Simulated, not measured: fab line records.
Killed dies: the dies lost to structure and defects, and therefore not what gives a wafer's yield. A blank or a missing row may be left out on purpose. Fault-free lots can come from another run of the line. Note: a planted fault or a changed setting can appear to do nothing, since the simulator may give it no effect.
Chamber matching    flow n5-finfet    rie-diel-03 running N5_BEOL_M5_DESCUM_16: 4 sister chambers
The step chemistry O2, time 7 s. 8 wafers are shown with their chamber, then 8 later ones without.

== EACH WAFER AND ITS CHAMBER ==
wafer   chamber  showerhead-plenum-p-Torr (Torr)  throttle-valve-pct (%)
L077.3  3        1.93                             20.20
L080.3  0        2.16                             20.44
L078.1  0        2.16                             20.43
L078.3  2        2.18                             20.36
L078.6  2        2.18                             20.37
L082.4  3        1.93                             20.23
L082.6  1        2.17                             20.30
L092.1  1        2.16                             20.35

== WAFERS WITH NO CHAMBER GIVEN ==
wafer   showerhead-plenum-p-Torr (Torr)  throttle-valve-pct (%)
L092.4  2.16                             20.34
L092.6  2.18                             20.38
L093.1  1.92                             20.24
L093.4  2.16                             20.33
L093.5  2.17                             20.38
L096.2  1.91                             20.25
L096.3  2.17                             20.40
L096.6  2.15                             20.12

== CHAMBER TAKEN BY EACH ==
wafer    from the rows above            in truth
L092.4   1                              1
L092.6   2                              2
L093.1   3                              3
L093.4   1                              1
L093.5   can't be placed: 2 or 1 or 0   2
L096.2   3                              3
L096.3   can't be placed: 2 or 0 or 1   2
L096.6   1                              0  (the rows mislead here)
Correct placement for 5 of the 8. Cannot be placed on the basis of these rows: 2; the candidates contain the true chamber in 2. Wrongly placed: 1.
How it was worked out, from the rows above alone: a wafer's distance from a chamber is the root of the sum, over the readings, of the square of ((its reading less the chamber's mean) divided by the reading's scatter). If the next closest chamber is less than 2 further off than the closest, the wafer can't be placed; otherwise it belongs to the closest. For every chamber, the mean is computed from those of its wafers that are shown. The scatter is the square root of a quotient: the sum, over the shown wafers, of each reading's squared deviation from its chamber's mean, divided by wafers minus chambers.
